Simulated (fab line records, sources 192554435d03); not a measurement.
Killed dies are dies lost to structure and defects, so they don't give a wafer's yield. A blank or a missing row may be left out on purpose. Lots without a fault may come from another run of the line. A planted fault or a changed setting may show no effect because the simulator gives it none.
A struck lot beside a sound one | flow n5_finfet | 38 steps out of a route of 1938
Sound: wafers L930.2, L930.3, L930.4. Struck: wafers L922.3, L922.4. The cause comes at the end.
At each step with rows: each side's tool, then ch and its chambers, then its first start. Under that, the readings that differ: sound wafers | struck wafers | difference of the means | sigmas: that difference in standard deviations of wafers without a fault.
alike: readings whose means differ by less than 2 such deviations, and words and numbers that are the same on both sides. not compared: withheld readings, readings that some wafer has no value for, bounds like >300 that may hide the same value, and numbers for which the record gives no deviation and whose values overlap.
The two part at a step that has a row with sigmas, a row that says differs or no value, or rows on one side only. Numbers that don't overlap but have no deviation are shown without sigmas and don't part them. A reading that every wafer of one side lacks parts them only if that side has two wafers or more.

first, 9 steps without rows for these wafers: N5_MOL_CONTACT_COAG_SPUTTER_130 (material Co, target thk 47.5 nm); N5_MOL_CONTACT_COAG_PRECLEAN_125 (cleans in DIW, time 57.5 s); N5_MOL_CONTACT_COAG_SRD_126 (dry time 32 s); N5_MOL_CONTACT_COAG_CMP_23 (polishes, stops on SiO2, t overpolish 1.5 s, target thk 0 nm); N5_MOL_CONTACT_COAG_WET_ETCH_26 (target Co, target depth 13 nm); N5_MOL_CONTACT_COAG_WET_ETCH_116 (etches the open film in SC1-inhibited, target depth 4.6 nm, rinse time 30 s); N5_MOL_CONTACT_COAG_ALD_27 (deposits SiOC, target thk 17 nm, pulse time 1.5 s, time 2720 s); N5_MOL_CONTACT_COAG_CMP_28 (polishes, stops on SiNx, t overpolish 0.85 s, target thk 14.522 nm); N5_MOL_CONTACT_COAG_ALD_123 (deposits SiNx, target thk 5 nm, pulse time 1 s, purge time 2 s).
N5_MOL_CONTACT_COAG_PECVD_31: deposits SiO2 from TEOS/O2, target thk 46 nm, time 8.9 s.
  sound on pecvd-03 ch 0,2, day 11 03:05; struck on pecvd-04 ch 1,2, day 8 23:25
  reading                                             | sound        | struck    | difference | sigmas
  model.SiO2_of_MOL_CONTACT_COAG_PECVD_31.thk_nm (nm) | 44.8 44 45.4 | 19.6 18.6 | -25.6      |
then, 19 steps without rows for these wafers: N5_MOL_CONTACT_COAG_COAT_75 (time 60 s, resist thk 60 nm); N5_MOL_CONTACT_COAG_COAT_76 (time 60 s, resist thk 10 nm); N5_MOL_CONTACT_COAG_COAT_77 (time 60 s, resist thk 10 nm); N5_MOL_CONTACT_COAG_COAT_78 (resist thk 40 nm); N5_MOL_CONTACT_COAG_EBR_80; N5_MOL_CONTACT_COAG_SOFTBAKE_79 (time 60 s); N5_MOL_CONTACT_COAG_EXPOSE_81 (exposes mask VG, defocus 0 nm); N5_MOL_CONTACT_COAG_PEB_82 (peb time 60 s); N5_MOL_CONTACT_COAG_DEVELOP_83 (develop time 30 s); N5_MOL_CONTACT_COAG_DESCUM_88 (chemistry O2, time 7 s); N5_MOL_CONTACT_COAG_ETCH_89 (etches underlayer in N2/H2, target depth 13 nm, time 10.4 s); N5_MOL_CONTACT_COAG_ETCH_90 (etches SiARC in CF4, target depth 13 nm, time 21.7 s); N5_MOL_CONTACT_COAG_ALD_131 (deposits SiO2, target thk 5 nm, pulse time 1 s, co reactant pulse time 1 s); N5_MOL_CONTACT_COAG_ETCHBACK_132 (etches SiO2 in CHF3, target depth 10 nm, time 6.7 s); N5_MOL_CONTACT_COAG_ETCH_91 (etches SOC in N2/H2, target depth 60 nm, overetch 21 nm, time 101.2 s); N5_MOL_CONTACT_COAG_STRIP_92 (strips in N2/H2); N5_MOL_CONTACT_COAG_STRIP_93 (strips in N2/H2); N5_MOL_CONTACT_COAG_ETCHBACK_135 (etches SiO2 in CHF3, target depth 25 nm, time 16.7 s); N5_MOL_CONTACT_COAG_STRIP_118 (strips in CHF3).
N5_MOL_CONTACT_COAG_VIA_ETCH_46: etches SiO2 in C4F6/O2, target depth 46 nm, overetch 9.2 nm, time 40 s.
  sound on rie_diel-02 ch 2,3, day 11 04:02; struck on rie_diel-01 ch 1,3, day 9 00:29
  reading                  | sound             | struck     | difference | sigmas
  model.etch.depth_nm (nm) | 44.84 44.06 45.49 | 19.59 18.6 | -25.70     |
  alike: drypump_motor_current_A, oes_product_au, rf_fwd_power_W, rf_vpp_V, showerhead_plenum_p_Torr, throttle_valve_pct
  not compared: rf_hours_counter_h
then, 5 steps without rows for these wafers: N5_MOL_CONTACT_COAG_STRIP_96 (strips in N2/H2); N5_MOL_CONTACT_COAG_ETCH_47 (etches SiNx in CH3F/O2, stops on W, target depth 27 nm); N5_MOL_CONTACT_COAG_STRIP_119 (strips in N2/H2, time 30 s); N5_MOL_CONTACT_COAG_PRECLEAN_144 (cleans in alkaline clean, time 60 s); N5_MOL_CONTACT_COAG_SRD_145 (time 30 s).
N5_MOL_CONTACT_COAG_CMP_52: polishes, stops on SiO2, t overpolish 1.5 s, target thk 66.5 nm.
  sound on cmp-03 ch 1,2,3, day 11 06:07; struck on cmp-01 ch 1,2, day 9 03:19
  reading                                             | sound        | struck    | difference | sigmas
  model.SiO2_of_MOL_CONTACT_COAG_PECVD_31.thk_nm (nm) | 42.8 42 43.4 | 17.6 16.6 | -25.6      |
  alike: motor_current_A
N5_MOL_CONTACT_COAG_THK_MEAS_53:
  sound on film_metro-01, day 11 06:25; struck on film_metro-02, day 9 03:34
  reading          | sound          | struck    | difference | sigmas
  VIA_MOL_THK (nm) | 42.8 42.0 43.4 | 17.5 16.6 | -25.7      | -33
-- the record jumps here: 3 days lie between the struck wafers' starts before and after (it left off in module MOL_CONTACT_COAG and takes up again in module BEOL_M4, whose first step shown is number 1111 of the route) --
N5_BEOL_M4_RC_MEAS_101:
  sound on prober-02 ch 0, day 15 04:00; struck on prober-02 ch 0, day 12 06:32
  alike: DIBL_N, DIBL_P, IOFF_N, IOFF_P, ION_N, ION_P, SS_N, SS_P, VT_N, VT_P

WHERE THEY PART
Only at N5_MOL_CONTACT_COAG_THK_MEAS_53, within this record. Later steps at which nothing parts them and some readings are alike: N5_BEOL_M4_RC_MEAS_101.

WHY: what the simulator had put in
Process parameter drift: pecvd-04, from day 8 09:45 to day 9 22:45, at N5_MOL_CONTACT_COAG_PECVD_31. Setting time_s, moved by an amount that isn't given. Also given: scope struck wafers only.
